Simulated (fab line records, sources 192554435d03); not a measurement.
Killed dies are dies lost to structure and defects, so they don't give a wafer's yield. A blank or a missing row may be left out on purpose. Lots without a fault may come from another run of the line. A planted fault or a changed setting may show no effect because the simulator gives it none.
fab line records | flow n5_finfet
record lots=5 wafers=15 last_day=17
route steps=1938 shown BEOL_M8@1357
lots that met no fault: from a run of the same line without faults
start_h: hours from the record's first day to the start of the lot's first wafer shown | wait_h: hours since the lot's step before | " the same as in the row above | L1.1+2: a row that stands for several wafers | - no value, or no start given | * or withheld: withheld | < > ~ a bound
route shown NAME@n: a module of which the file shows steps, and the number in the route of the first | usual: mean/standard deviation of fault-free wafers | same: alike in all rows | chamber/n: place in a boat | sites: the reading at each site | _std_site: their standard deviation | _edge_site: outer sites' mean less inner sites' | radius_mm: how far each site lies from the wafer's centre | mask NAME#n: copy n | behind: the tool/chamber that last shaped the wafer | hold: why the lot was held/for how many hours/how that ended | device: the transistor (n, p or np) that didn't switch | end of line: the same wafers' tests at the end of the route | a step without rows: its recipe alone | killed: dies lost to structure and defects at the first sort, not the wafer's yield | map: a wafer's dies, x killed, . not, _ none there
set.NAME: the setting as run; set.NAME@STEP: as run at that earlier step | model.NAME: the simulator's own value behind a step, which no gauge read
lots at some steps of the route; a table a step, a row a wafer
services: from which hour (start_h, from the record's first day; less than 0 if before it) a tool's chamber was out of use, for how many hours, and why
## steps
# step N5_BEOL_M8_COAT_64
# recipe resist=SiARC temp_c=220 time_s=60 spin_rpm=1500 resist_thk_nm=12
# usual heater_power_total_W=427.2/2.2
# columns lot.wafer tool chamber start_h wait_h heater_power_total_W
L082.2 litho_track-05 0 - - 427.1
L082.3 " 0 " " 427.5
L082.5 " 0 " " 427.7
L088.1 litho_track-05 0 - - 427.5
L088.2 " 0 " " 424.2
L088.4 " 0 " " 425.2
L090.1 litho_track-02 0 - - 424.9
L090.2 " 0 " " 431.0
L090.4 " 0 " " 427.9
L093.1 litho_track-02 0 - - 430.5
L093.3 " 0 " " 424.1
L093.5 " 0 " " 425.4
L096.3 litho_track-02 0 - - 428.8
L096.4 " 0 " " 424.3
L096.5 " 0 " " 429.8
# step N5_BEOL_M8_COAT_71
# recipe resist=underlayer temp_c=205 time_s=60 spin_rpm=1500 resist_thk_nm=5
# usual heater_power_total_W=391.6/1.3
# columns lot.wafer tool chamber start_h wait_h heater_power_total_W
L082.2 litho_track-05 0 - - 390.0
L082.3 " 0 " " 393.7
L082.5 " 0 " " 393.7
L088.1 litho_track-05 0 - - 390.0
L088.2 " 0 " " 391.9
L088.4 " 0 " " 393.5
L090.1 litho_track-02 0 - - 391.0
L090.2 " 0 " " 390.6
L090.4 " 0 " " 389.7
L093.1 litho_track-02 0 - - 390.6
L093.3 " 0 " " 393.6
L093.5 " 0 " " 392.7
L096.3 litho_track-02 0 - - 391.8
L096.4 " 0 " " 389.7
L096.5 " 0 " " 389.7
# step N5_BEOL_M8_COAT_22
# recipe resist=CAR-EUV spin_rpm=1500 resist_thk_nm=30
# columns lot.wafer tool chamber start_h wait_h
L082.2+3+5 litho_track-05 0 - -
L088.1+2+4 litho_track-05 0 - -
L090.1+2+4 litho_track-02 0 - -
L093.1+3+5 litho_track-02 0 - -
L096.3+4+5 litho_track-02 0 - -
# step N5_BEOL_M8_EBR_24
# recipe solvent=PGMEA ebr_width_mm=1.5
# columns lot.wafer tool chamber start_h wait_h
L082.2+3+5 litho_track-05 0 - -
L088.1+2+4 litho_track-05 0 - -
L090.1+2+4 litho_track-02 0 - -
L093.1+3+5 litho_track-02 0 - -
L096.3+4+5 litho_track-02 0 - -
# step N5_BEOL_M8_SOFTBAKE_23
# recipe temp_c=110 time_s=60 resist=CAR-EUV
# usual heater_power_total_W=175.5/1.6
# columns lot.wafer tool chamber start_h wait_h heater_power_total_W
L082.2 litho_track-05 0 - - 177.4
L082.3 " 0 " " 176.6
L082.5 " 0 " " 176.3
L088.1 litho_track-05 0 - - 173.0
L088.2 " 0 " " 177.5
L088.4 " 0 " " 177.4
L090.1 litho_track-02 0 - - 176.9
L090.2 " 0 " " 177.6
L090.4 " 0 " " 177.6
L093.1 litho_track-02 0 - - 177.0
L093.3 " 0 " " 174.9
L093.5 " 0 " " 177.4
L096.3 litho_track-02 0 - - 174.9
L096.4 " 0 " " 176.1
L096.5 " 0 " " 177.6
# step N5_BEOL_M8_EXPOSE_25
# recipe mask_id=V7 na=0.33 source_shape=annular sigma_inner=0.4 sigma_outer=0.8 polarization=unpolarized target_cd_nm=40 dose_mj=42.5
# columns lot.wafer tool chamber start_h wait_h mask
L082.2+3+5 euv_scanner-01 0 249.66 - V7#0
L088.1+2+4 euv_scanner-01 0 293.10 - V7#0
L090.1+2+4 euv_scanner-01 0 299.52 - V7#0
L093.1+3+5 euv_scanner-02 0 315.94 - V7#0
L096.3+4+5 euv_scanner-01 0 342.69 - V7#0
# step N5_BEOL_M8_PEB_26
# recipe peb_temp_c=100 peb_time_s=60 resist=CAR-EUV
# usual heater_power_total_W=153.9/1.1
# same peb_time_s=60
# columns lot.wafer tool chamber start_h wait_h heater_power_total_W
L082.2 litho_track-02 0 249.72 0.1 154.0
L082.3 " 0 " " 154.0
L082.5 " 0 " " 153.7
L088.1 litho_track-01 0 293.16 0.1 153.3
L088.2 " 0 " " 155.4
L088.4 " 0 " " 153.1
L090.1 litho_track-02 0 299.59 0.1 155.1
L090.2 " 0 " " 152.7
L090.4 " 0 " " 152.5
L093.1 litho_track-02 0 316.01 0.1 152.4
L093.3 " 0 " " 154.2
L093.5 " 0 " " 152.3
L096.3 litho_track-02 0 342.74 0.0 155.2
L096.4 " 0 " " 153.4
L096.5 " 0 " " 155.6
# step N5_BEOL_M8_DEVELOP_27
# recipe develop_time_s=30 developer=TMAH resist=CAR-EUV rinse_liquid=surfactant_rinse dry=air_spin dev_temp_c=23
# columns lot.wafer tool chamber start_h wait_h
L082.2+3+5 litho_track-02 0 - -
L088.1+2+4 litho_track-01 0 - -
L090.1+2+4 litho_track-02 0 - -
L093.1+3+5 litho_track-02 0 - -
L096.3+4+5 litho_track-02 0 - -
# step N5_BEOL_M8_CD_MEAS_28
# recipe target_cd_nm=40 landing_energy_ev=500 detector=se_inlens
# usual cd_nm=40.03/0.23
# columns lot.wafer tool chamber start_h wait_h cd_nm
L082.2 cd_sem-02 0 249.79 - 40.16
L082.3 " 0 " " 39.99
L082.5 " 0 " " 40.10
L088.1 cd_sem-03 0 293.23 - 39.87
L088.2 " 0 " " 39.97
L088.4 " 0 " " 40.00
L090.1 cd_sem-01 0 299.65 - 39.94
L090.2 " 0 " " 40.00
L090.4 " 0 " " 40.29
L093.1 cd_sem-03 0 316.07 - 40.02
L093.3 " 0 " " 39.78
L093.5 " 0 " " 39.71
L096.3 cd_sem-02 0 342.81 - 40.27
L096.4 " 0 " " 40.39
L096.5 " 0 " " 40.13
# step N5_BEOL_M8_OVL_MEAS_29
# recipe points_per_wafer=522
# usual V7_OVL=0.4/0.6
# columns lot.wafer tool chamber start_h wait_h V7_OVL[nm]
L082.2 overlay-01 0 249.82 0.0 0.1
L082.3 " 0 " " 0.0
L082.5 " 0 " " -0.5
L088.1 overlay-01 0 293.26 0.0 0.1
L088.2 " 0 " " 0.5
L088.4 " 0 " " -0.1
L090.1 overlay-02 0 299.69 0.0 0.3
L090.2 " 0 " " 0.4
L090.4 " 0 " " 0.7
L093.1 overlay-01 0 316.10 0.0 -0.1
L093.3 " 0 " " -0.6
L093.5 " 0 " " -0.3
L096.3 overlay-02 0 342.85 0.0 0.0
L096.4 " 0 " " 0.4
L096.5 " 0 " " 0.9
# step N5_BEOL_M8_INSPECT_30
# recipe mode=adi inspect_instrument=brightfield
# usual raw_defect_count=404/94
# columns lot.wafer tool chamber start_h wait_h raw_defect_count
L082.2 defect_inspect-02 - 249.87 0.0 344
L082.3 " - " " 412
L082.5 " - " " 390
L088.1 defect_inspect-01 - 293.32 0.1 570
L088.2 " - " " 735
L088.4 " - " " 634
L090.1 defect_inspect-01 - 299.74 0.1 446
L090.2 " - " " 494
L090.4 " - " " 488
L093.1 defect_inspect-01 - 316.16 0.1 373
L093.3 " - " " 481
L093.5 " - " " 453
L096.3 defect_inspect-01 - 342.89 0.0 364
L096.4 " - " " 416
L096.5 " - " " 450
# step N5_BEOL_M8_DESCUM_33
# recipe chemistry=O2 time_s=7 source_power_w=50 bias_power_w=20 pressure_mtorr=20 rf_frequency_hz=2.712e+07 temp_c=40 resist=CAR-EUV o2_flow_sccm=225
# usual drypump_motor_current_A=5.6/0.54 oes_product_au=0.82/0.056 rf_vpp_V=243.6/1.6 showerhead_plenum_p_Torr=2.11/0.089 throttle_valve_pct=20.40/0.17
# columns lot.wafer tool chamber start_h wait_h drypump_motor_current_A oes_product_au rf_hours_counter_h rf_vpp_V showerhead_plenum_p_Torr throttle_valve_pct
L082.2 rie_diel-06 2 249.91 0.0 5.4 0.86 58 244.6 2.22 20.52
L082.3 " 0 " " 5.3 0.85 42 245.8 2.24 20.54
L082.5 " 0 " " 5.3 0.84 - 245.4 2.24 20.55
L088.1 rie_diel-01 0 293.35 0.0 6.1 0.93 8 244.5 2.23 20.26
L088.2 " 1 " " 5.3 1.00 1 243.7 2.06 20.29
L088.4 " 2 " " 6.4 0.87 43 242.9 2.03 20.18
L090.1 rie_diel-02 1 299.80 0.1 5.6 0.79 100 243.4 2.11 20.29
L090.2 " 0 " " 5.9 0.79 91 244.4 2.10 20.09
L090.4 " 1 " " 5.6 0.79 - 243.6 2.11 20.27
L093.1 rie_diel-02 0 316.20 0.0 5.8 0.79 99 244.3 2.10 20.10
L093.3 " 3 " " 4.7 0.78 130 241.5 2.01 20.57
L093.5 " 0 " " 5.8 0.78 - 244.5 2.10 20.09
L096.3 rie_diel-06 3 342.95 0.1 5.1 0.81 105 244.7 2.18 20.39
L096.4 " 0 " " 5.3 0.81 73 244.8 2.23 20.61
L096.5 " 1 " " 6.7 0.75 - 241.2 1.99 20.56
# step N5_BEOL_M8_ETCH_72
# recipe chemistry=N2/H2 target=underlayer target_depth_a=65 mask_material=CAR-EUV time_s=5.2 ion_energy_ev=200 pressure_mtorr=30 source_w=840 bias_w=150 n2_flow_sccm=200 h2_flow_sccm=200 ends=cleared
# usual drypump_motor_current_A=5.6/0.54 etch_rf_on_time_s=5.18/0.09 oes_product_au=0.70/0.05 rf_vpp_V=525/3 showerhead_plenum_p_Torr=2.57/0.1 throttle_valve_pct=17.79/0.16
# columns lot.wafer tool chamber start_h wait_h drypump_motor_current_A etch_rf_on_time_s oes_product_au rf_hours_counter_h rf_vpp_V showerhead_plenum_p_Torr throttle_valve_pct
L082.2 rie_diel-06 2 249.95 0.0 5.5 5.13 0.73 58 529 2.69 17.92
L082.3 " 0 " " 5.3 5.22 0.72 42 529 2.70 17.82
L082.5 " 0 " " 5.3 5.23 0.73 - 526 2.70 17.80
L088.1 rie_diel-01 0 293.39 0.0 6.1 4.93 0.82 8 528 2.72 17.70
L088.2 " 1 " " 5.3 5.11 0.86 1 524 2.51 17.75
L088.4 " 2 " " 6.4 5.15 0.74 43 521 2.47 17.58
L090.1 rie_diel-02 1 299.84 0.0 5.6 5.12 0.68 100 527 2.56 17.59
L090.2 " 0 " " 5.8 5.14 0.68 91 525 2.59 17.70
L090.4 " 1 " " 5.6 5.10 0.68 - 527 2.56 17.59
L093.1 rie_diel-02 0 316.23 0.0 5.9 5.13 0.68 99 525 2.58 17.68
L093.3 " 3 " " 4.7 5.29 0.65 130 520 2.43 17.91
L093.5 " 0 " " 5.9 5.16 0.67 - 525 2.58 17.69
L096.3 rie_diel-06 3 342.99 0.0 5.1 5.09 0.68 105 529 2.64 17.71
L096.4 " 0 " " 5.3 5.21 0.70 73 529 2.69 17.87
L096.5 " 1 " " 6.7 5.30 0.64 - 520 2.44 18.08
# step N5_BEOL_M8_ETCH_65
# recipe chemistry=CF4 target=SiARC target_depth_a=156 mask_material=CAR-EUV time_s=26 ion_energy_ev=80 pressure_mtorr=40 source_w=545 bias_w=36 Ar_flow_sccm=100 cf4_flow_sccm=100 ends=cleared
# usual drypump_motor_current_A=5.6/0.54 etch_rf_on_time_s=25.8/0.45 oes_product_au=0.70/0.049 rf_vpp_V=184.5/1.3 showerhead_plenum_p_Torr=2.16/0.079 throttle_valve_pct=15.56/0.14
# columns lot.wafer tool chamber start_h wait_h drypump_motor_current_A etch_rf_on_time_s oes_product_au rf_hours_counter_h rf_vpp_V showerhead_plenum_p_Torr throttle_valve_pct
L082.2 rie_diel-06 2 249.96 0.0 5.4 25.6 0.74 58 185.8 2.25 15.62
L082.3 " 0 " " 5.3 25.7 0.74 42 186.7 2.26 15.50
L082.5 " 0 " " 5.3 25.8 0.73 - 185.2 2.26 15.52
L088.1 rie_diel-01 0 293.40 0.0 6.1 24.8 0.80 8 185.2 2.29 15.48
L088.2 " 1 " " 5.3 25.3 0.87 1 184.0 2.12 15.43
L088.4 " 2 " " 6.4 25.5 0.74 43 183.2 2.09 15.47
L090.1 rie_diel-02 1 299.86 0.0 5.6 25.6 0.68 100 185.2 2.16 15.44
L090.2 " 0 " " 5.8 26.1 0.68 91 184.8 2.17 15.40
L090.4 " 1 " " 5.5 25.7 0.68 - 185.6 2.16 15.46
L093.1 rie_diel-02 0 316.25 0.0 5.8 25.6 0.68 99 185.0 2.16 15.43
L093.3 " 3 " " 4.7 26.0 0.65 130 181.1 2.06 15.82
L093.5 " 0 " " 5.8 25.5 0.68 - 185.8 2.16 15.40
L096.3 rie_diel-06 3 343.00 0.0 5.1 25.7 0.68 105 185.8 2.23 15.57
L096.4 " 0 " " 5.3 25.6 0.70 73 185.1 2.25 15.57
L096.5 " 1 " " 6.7 26.3 0.64 - 182.5 2.05 15.77
# step N5_BEOL_M8_ETCH_66
# recipe chemistry=N2/H2 target=SOC target_depth_a=800 overetch_a=160 mask_material=SiARC temp_c=40 time_s=120 ion_energy_ev=200 pressure_mtorr=30 source_w=840 bias_w=150 n2_flow_sccm=200 h2_flow_sccm=200
# usual drypump_motor_current_A=5.6/0.54 oes_product_au=0.63/0.041 rf_vpp_V=524.7/2.9 showerhead_plenum_p_Torr=2.57/0.1 throttle_valve_pct=17.75/0.16
# columns lot.wafer tool chamber start_h wait_h drypump_motor_current_A oes_product_au rf_hours_counter_h rf_vpp_V showerhead_plenum_p_Torr throttle_valve_pct
L082.2 rie_diel-06 2 249.99 0.0 5.4 0.65 59 527.5 2.69 17.86
L082.3 " 0 " " 5.3 0.65 42 526.9 2.70 17.77
L082.5 " 0 " " 5.3 0.65 - 528.9 2.70 17.77
L088.1 rie_diel-01 0 293.43 0.0 6.1 0.71 8 528.9 2.71 17.65
L088.2 " 1 " " 5.3 0.76 1 522.7 2.51 17.68
L088.4 " 2 " " 6.4 0.65 43 520.9 2.47 17.55
L090.1 rie_diel-02 1 299.88 0.0 5.6 0.60 100 524.2 2.56 17.54
L090.2 " 0 " " 5.8 0.61 91 524.0 2.58 17.63
L090.4 " 1 " " 5.6 0.61 - 523.0 2.56 17.53
L093.1 rie_diel-02 0 316.28 0.0 5.8 0.60 99 525.2 2.58 17.65
L093.3 " 3 " " 4.8 0.59 130 520.3 2.44 17.86
L093.5 " 0 " " 5.8 0.61 - 523.0 2.58 17.64
L096.3 rie_diel-06 3 343.03 0.0 5.1 0.61 105 527.1 2.64 17.65
L096.4 " 0 " " 5.3 0.62 73 528.4 2.69 17.83
L096.5 " 1 " " 6.7 0.58 - 520.1 2.44 18.05
# step N5_BEOL_M8_STRIP_69
# recipe chemistry=N2/H2 temp_c=40 n2_flow_sccm=200 h2_flow_sccm=200 rf_frequency_hz=6e+07
# columns lot.wafer tool chamber start_h wait_h
L082.2+3+5 rie_diel-06 2,0,0 250.07 0.0
L088.1+2+4 rie_diel-01 0,1,2 293.51 0.0
L090.1+2+4 rie_diel-02 1,0,1 299.96 0.0
L093.1+3+5 rie_diel-02 0,3,0 316.36 0.0
L096.3+4+5 rie_diel-06 3,0,1 343.11 0.0
# step N5_BEOL_M8_STRIP_73
# recipe chemistry=N2/H2 temp_c=40 n2_flow_sccm=200 h2_flow_sccm=200 rf_frequency_hz=6e+07
# columns lot.wafer tool chamber start_h wait_h
L082.2+3+5 rie_diel-06 2,0,0 250.08 0.0
L088.1+2+4 rie_diel-01 0,1,2 293.52 0.0
L090.1+2+4 rie_diel-02 1,0,1 299.97 0.0
L093.1+3+5 rie_diel-02 0,3,0 316.37 0.0
L096.3+4+5 rie_diel-06 3,0,1 343.12 0.0
# step N5_BEOL_M8_VIA_ETCH_34
# recipe chemistry=C4F6/O2 target=SiCOH_lowk target_depth_a=1255 mask_material=SOC taper_deg=4 time_s=50.5 ion_energy_ev=250 pressure_mtorr=30 source_w=345 bias_w=185 Ar_flow_sccm=300 C4F6_flow_sccm=10 O2_flow_sccm=10
# usual drypump_motor_current_A=5.6/0.54 oes_f_703_au=0.83/0.056 oes_product_au=0.82/0.059 rf_vpp_V=666/7 showerhead_plenum_p_Torr=2.87/0.11 throttle_valve_pct=20.84/0.14
# columns lot.wafer tool chamber start_h wait_h drypump_motor_current_A oes_f_703_au oes_product_au rf_hours_counter_h rf_vpp_V showerhead_plenum_p_Torr throttle_valve_pct
L082.2 rie_diel-06 2 250.09 0.0 5.5 0.85 0.85 59 670 3.01 21.00
L082.3 " 0 " " 5.3 0.86 0.85 43 673 3.00 20.84
L082.5 " 0 " " 5.3 0.85 0.85 - 673 3.00 20.86
L088.1 rie_diel-01 0 293.53 0.0 6.1 0.96 0.94 8 667 3.04 20.83
L088.2 " 1 " " 5.3 1.00 1.00 1 663 2.80 20.71
L088.4 " 2 " " 6.4 0.86 0.85 43 659 2.77 20.73
L090.1 rie_diel-02 1 299.98 0.0 5.6 0.82 0.79 100 661 2.85 20.58
L090.2 " 0 " " 5.8 0.80 0.79 92 657 2.89 20.73
L090.4 " 1 " " 5.6 0.82 0.79 - 660 2.85 20.58
L093.1 rie_diel-02 0 316.38 0.0 5.8 0.79 0.79 99 656 2.88 20.71
L093.3 " 3 " " 4.7 0.76 0.76 130 663 2.72 21.00
L093.5 " 0 " " 5.8 0.80 0.78 - 657 2.88 20.70
L096.3 rie_diel-06 3 343.13 0.0 5.2 0.81 0.79 105 678 2.96 20.86
L096.4 " 0 " " 5.3 0.81 0.81 73 673 2.99 20.90
L096.5 " 1 " " 6.7 0.74 0.74 - 665 2.71 20.94
# step N5_BEOL_M8_STRIP_76
# recipe chemistry=C4F6/O2 resist=SiARC rf_frequency_hz=6e+07
# columns lot.wafer tool chamber start_h wait_h
L082.2+3+5 rie_diel-06 2,0,0 250.13 0.0
L088.1+2+4 rie_diel-01 0,1,2 293.57 0.0
L090.1+2+4 rie_diel-02 1,0,1 300.03 0.0
L093.1+3+5 rie_diel-02 0,3,0 316.42 0.0
L096.3+4+5 rie_diel-06 3,0,1 343.17 0.0
# step N5_BEOL_M8_STRIP_36
# recipe chemistry=N2/H2 power_w=450 temp_c=40 pressure_mtorr=20 rf_frequency_hz=6e+07 overash_fraction=0.3 bias_power_w=7 h2_frac=0.5 n2_flow_sccm=200 h2_flow_sccm=200
# usual drypump_motor_current_A=5.6/0.54 oes_product_au=0.82/0.057 rf_vpp_V=59.3/1.7 showerhead_plenum_p_Torr=2.57/0.1 throttle_valve_pct=23.54/0.2
# columns lot.wafer tool chamber start_h wait_h drypump_motor_current_A oes_product_au rf_hours_counter_h rf_vpp_V showerhead_plenum_p_Torr throttle_valve_pct
L082.2 rie_diel-06 2 250.14 0.0 5.5 0.86 59 58.6 2.69 23.67
L082.3 " 0 " " 5.3 0.84 43 64.6 2.70 23.61
L082.5 " 0 " " 5.3 0.86 - 60.3 2.70 23.61
L088.1 rie_diel-01 0 293.58 0.0 6.1 0.92 8 56.4 2.71 23.53
L088.2 " 1 " " 5.3 1.00 1 58.4 2.50 23.63
L088.4 " 2 " " 6.4 0.85 43 61.9 2.47 23.30
L090.1 rie_diel-02 1 300.04 0.0 5.6 0.80 100 61.0 2.56 23.26
L090.2 " 0 " " 5.8 0.80 92 61.7 2.58 23.41
L090.4 " 1 " " 5.6 0.79 - 59.0 2.56 23.25
L093.1 rie_diel-02 0 316.43 0.0 5.8 0.78 99 61.1 2.58 23.48
L093.3 " 3 " " 4.7 0.77 130 56.9 2.43 23.53
L093.5 " 0 " " 5.9 0.78 - 57.9 2.58 23.47
L096.3 rie_diel-06 3 343.18 0.0 5.2 0.80 105 58.8 2.64 23.39
L096.4 " 0 " " 5.3 0.81 73 58.9 2.69 23.66
L096.5 " 1 " " 6.7 0.76 - 59.7 2.43 23.94
# step N5_BEOL_M8_TRENCH_ETCH_37
# recipe chemistry=C4F6/O2 target_depth_a=934.78 target=SiCOH_lowk time_s=31.2 ion_energy_ev=250 pressure_mtorr=30 source_w=345 bias_w=185 Ar_flow_sccm=300 C4F6_flow_sccm=10 O2_flow_sccm=10
# usual drypump_motor_current_A=5.6/0.54 oes_f_703_au=0.83/0.056 oes_product_au=0.82/0.057 rf_vpp_V=666/7 showerhead_plenum_p_Torr=2.87/0.11 throttle_valve_pct=20.87/0.14
# columns lot.wafer tool chamber start_h wait_h drypump_motor_current_A oes_f_703_au oes_product_au rf_hours_counter_h rf_vpp_V showerhead_plenum_p_Torr throttle_valve_pct
L082.2 rie_diel-06 2 - - 5.4 0.86 0.85 59 670 3.01 21.04
L082.3 " 0 " " 5.3 0.85 0.86 43 674 3.00 20.89
L082.5 " 0 " " 5.3 0.86 0.85 - 673 3.00 20.87
L088.1 rie_diel-01 0 - - 6.1 0.96 0.94 8 667 3.04 20.84
L088.2 " 1 " " 5.3 1.01 1.00 1 663 2.80 20.73
L088.4 " 2 " " 6.4 0.84 0.86 43 658 2.77 20.73
L090.1 rie_diel-02 1 - - 5.6 0.81 0.80 101 660 2.85 20.63
L090.2 " 0 " " 5.8 0.81 0.78 92 659 2.89 20.73
L090.4 " 1 " " 5.6 0.81 0.79 - 661 2.85 20.60
L093.1 rie_diel-02 0 - - 5.8 0.79 0.79 99 658 2.88 20.75
L093.3 " 3 " " 4.7 0.76 0.77 130 663 2.73 21.04
L093.5 " 0 " " 5.8 0.79 0.78 - 658 2.88 20.76
L096.3 rie_diel-06 3 - - 5.1 0.81 0.80 105 679 2.96 20.90
L096.4 " 0 " " 5.3 0.80 0.82 73 672 2.99 20.95
L096.5 " 1 " " 6.6 0.75 0.75 - 665 2.71 20.98
# step N5_BEOL_M8_ETCH_41
# recipe chemistry=CH3F/O2 target=SiCN target_depth_a=319 taper_deg=2 time_s=57.8 ion_energy_ev=120 mask_material=TiN pressure_mtorr=30 source_w=395 bias_w=75 Ar_flow_sccm=150 CH3F_flow_sccm=30 O2_flow_sccm=20
# usual drypump_motor_current_A=5.6/0.54 oes_product_au=0.82/0.057 rf_vpp_V=297.8/1.8 showerhead_plenum_p_Torr=2.02/0.082 throttle_valve_pct=16.26/0.15
# columns lot.wafer tool chamber start_h wait_h drypump_motor_current_A oes_product_au rf_hours_counter_h rf_vpp_V showerhead_plenum_p_Torr throttle_valve_pct
L082.2 rie_diel-06 2 - - 5.4 0.86 59 299.1 2.12 16.40
L082.3 " 0 " " 5.3 0.86 43 300.6 2.12 16.24
L082.5 " 0 " " 5.3 0.86 - 298.9 2.12 16.24
L088.1 rie_diel-01 0 - - 6.1 0.93 8 299.5 2.14 16.18
L088.2 " 1 " " 5.3 1.00 1 297.3 1.97 16.11
L088.4 " 2 " " 6.4 0.85 43 295.9 1.94 16.12
L090.1 rie_diel-02 1 - - 5.6 0.79 101 299.1 2.00 16.05
L090.2 " 0 " " 5.8 0.80 92 298.1 2.03 16.13
L090.4 " 1 " " 5.6 0.79 - 296.4 2.00 16.06
L093.1 rie_diel-02 0 - - 5.8 0.79 99 296.9 2.03 16.13
L093.3 " 3 " " 4.8 0.76 130 295.5 1.91 16.48
L093.5 " 0 " " 5.8 0.80 - 298.7 2.03 16.15
L096.3 rie_diel-06 3 - - 5.1 0.81 105 299.3 2.09 16.30
L096.4 " 0 " " 5.3 0.81 73 298.5 2.11 16.29
L096.5 " 1 " " 6.6 0.74 - 295.0 1.90 16.44
# step N5_BEOL_M8_STRIP_80
# recipe chemistry=N2/H2 time_s=10 power_w=450 temp_c=40 pressure_mtorr=20 rf_frequency_hz=6e+07 bias_power_w=7 n2_flow_sccm=200 h2_flow_sccm=200
# usual drypump_motor_current_A=5.6/0.54 oes_product_au=0.82/0.058 rf_vpp_V=59.1/0.86 showerhead_plenum_p_Torr=2.57/0.1 throttle_valve_pct=23.54/0.19
# columns lot.wafer tool chamber start_h wait_h drypump_motor_current_A oes_product_au rf_hours_counter_h rf_vpp_V showerhead_plenum_p_Torr throttle_valve_pct
L082.2 rie_diel-06 2 - - 5.4 0.85 59 58.4 2.69 23.66
L082.3 " 0 " " 5.3 0.84 43 59.7 2.70 23.60
L082.5 " 0 " " 5.3 0.84 - 58.1 2.70 23.60
L088.1 rie_diel-01 0 - - 6.1 0.94 8 59.2 2.71 23.52
L088.2 " 1 " " 5.3 1.01 1 57.7 2.50 23.64
L088.4 " 2 " " 6.4 0.86 43 59.8 2.47 23.28
L090.1 rie_diel-02 1 - - 5.6 0.79 101 58.6 2.56 23.26
L090.2 " 0 " " 5.8 0.79 92 60.4 2.58 23.45
L090.4 " 1 " " 5.6 0.79 - 60.3 2.56 23.28
L093.1 rie_diel-02 0 - - 5.8 0.78 99 60.0 2.58 23.47
L093.3 " 3 " " 4.7 0.77 130 59.8 2.43 23.49
L093.5 " 0 " " 5.8 0.78 - 58.2 2.58 23.46
L096.3 rie_diel-06 3 - - 5.1 0.81 105 59.4 2.64 23.40
L096.4 " 0 " " 5.3 0.81 73 59.4 2.69 23.66
L096.5 " 1 " " 6.7 0.76 - 58.6 2.43 23.91
# step N5_BEOL_M8_OCD_MEAS_38
# usual trench_depth_nm=93.4/1.3
# columns lot.wafer tool chamber start_h wait_h trench_depth_nm
L082.2 ocd-01 - 250.34 - 93.7
L082.3 " - " " 92.6
L082.5 " - " " 93.5
L088.1 ocd-02 - 293.78 - 97.1
L088.2 " - " " 94.4
L088.4 " - " " 93.3
L090.1 ocd-01 - 300.23 - 94.1
L090.2 " - " " 92.9
L090.4 " - " " 93.4
L093.1 ocd-01 - 316.62 - 93.6
L093.3 " - " " 93.5
L093.5 " - " " 93.0
L096.3 ocd-01 - 343.38 - 93.3
L096.4 " - " " 95.0
L096.5 " - " " 92.6
# step N5_BEOL_M8_HM_STRIP_39
# recipe chemistry=peroxide_tin_strip material=TiN target_depth_a=250 temp_c=50 time_s=158
# columns lot.wafer tool chamber start_h wait_h
L082.2+3+5 wet_bench-06 6,1,4 250.37 0.0
L088.1+2+4 wet_bench-02 7,6,5 293.81 0.0
L090.1+2+4 wet_bench-02 0,6,7 300.27 0.0
L093.1+3+5 wet_bench-06 5,6,7 316.66 0.0
L096.3+4+5 wet_bench-02 5,0,1 343.41 0.0
# step N5_BEOL_M8_SRD_40
# recipe time_s=30 temp_c=23 rinse_liquid=diw dry=ipa_marangoni
# columns lot.wafer tool chamber start_h wait_h
L082.2+3+5 wet_bench-06 6,1,4 250.42 0.0
L088.1+2+4 wet_bench-02 7,6,5 293.86 0.0
L090.1+2+4 wet_bench-02 0,6,7 300.31 0.0
L093.1+3+5 wet_bench-06 5,6,7 316.70 0.0
L096.3+4+5 wet_bench-02 5,0,1 343.46 0.0
# step N5_BEOL_M8_PRECLEAN_42
# recipe chemistry=residue_remover time_s=60 temp_c=40
# columns lot.wafer tool chamber start_h wait_h
L082.2+3+5 wet_bench-06 6,1,4 250.44 0.0
L088.1+2+4 wet_bench-02 7,6,5 293.88 0.0
L090.1+2+4 wet_bench-02 0,6,7 300.33 0.0
L093.1+3+5 wet_bench-06 5,6,7 316.72 0.0
L096.3+4+5 wet_bench-02 5,0,1 343.48 0.0
# step N5_BEOL_M8_SRD_43
# recipe time_s=30 temp_c=23 rinse_liquid=diw dry=ipa_marangoni
# columns lot.wafer tool chamber start_h wait_h
L082.2+3+5 wet_bench-06 6,1,4 250.45 0.0
L088.1+2+4 wet_bench-02 7,6,5 293.89 0.0
L090.1+2+4 wet_bench-02 0,6,7 300.35 0.0
L093.1+3+5 wet_bench-06 5,6,7 316.74 0.0
L096.3+4+5 wet_bench-02 5,0,1 343.49 0.0
# step N5_BEOL_M8_CD_MEAS_35
# recipe target_cd_nm=40 polarity=opening
# usual cd_nm=40.3/0.63
# columns lot.wafer tool chamber start_h wait_h cd_nm
L082.2 cd_sem-01 - 250.49 0.0 40.5
L082.3 " - " " 40.7
L082.5 " - " " 40.9
L088.1 cd_sem-03 - 293.93 0.0 40.8
L088.2 " - " " 39.4
L088.4 " - " " 39.8
L090.1 cd_sem-02 - 300.39 0.0 40.5
L090.2 " - " " 39.9
L090.4 " - " " 40.0
L093.1 cd_sem-01 - 316.78 0.0 39.9
L093.3 " - " " 40.6
L093.5 " - " " 39.3
L096.3 cd_sem-02 - 343.54 0.0 40.2
L096.4 " - " " 39.8
L096.5 " - " " 41.0
## services
# columns tool chamber start_h hours kind
euv_scanner-01 - 231.23 1.8 repair
euv_scanner-01 - 233.45 2.0 repair
euv_scanner-02 - 236.51 0.1 repair
euv_scanner-02 - 237.58 1.0 pm
rie_diel-01 0 239.19 - clean
rie_diel-01 0 239.19 - consumable_replace:focus_ring
rie_diel-01 0 239.19 - consumable_replace:showerhead
rie_diel-01 0 239.19 32.1 scheduled_down
rie_diel-01 0 239.19 32.1 vent_cycle
euv_scanner-02 - 247.72 4.6 pm
euv_scanner-02 0 254.51 - calibration
euv_scanner-02 - 256.36 0.5 repair
rie_diel-02 1 259.35 18.6 repair
euv_scanner-01 - 265.39 1.0 pm
rie_diel-01 1 271.35 - clean
rie_diel-01 1 271.35 - consumable_replace:focus_ring
rie_diel-01 1 271.35 14.4 scheduled_down
rie_diel-01 1 271.35 14.4 vent_cycle
wet_bench-02 - 290.01 2.9 repair
euv_scanner-02 - 293.73 1.0 pm
euv_scanner-01 - 320.86 5.8 pm
rie_diel-02 3 329.31 13.5 repair
euv_scanner-02 - 333.55 5.8 pm
## key
fault none
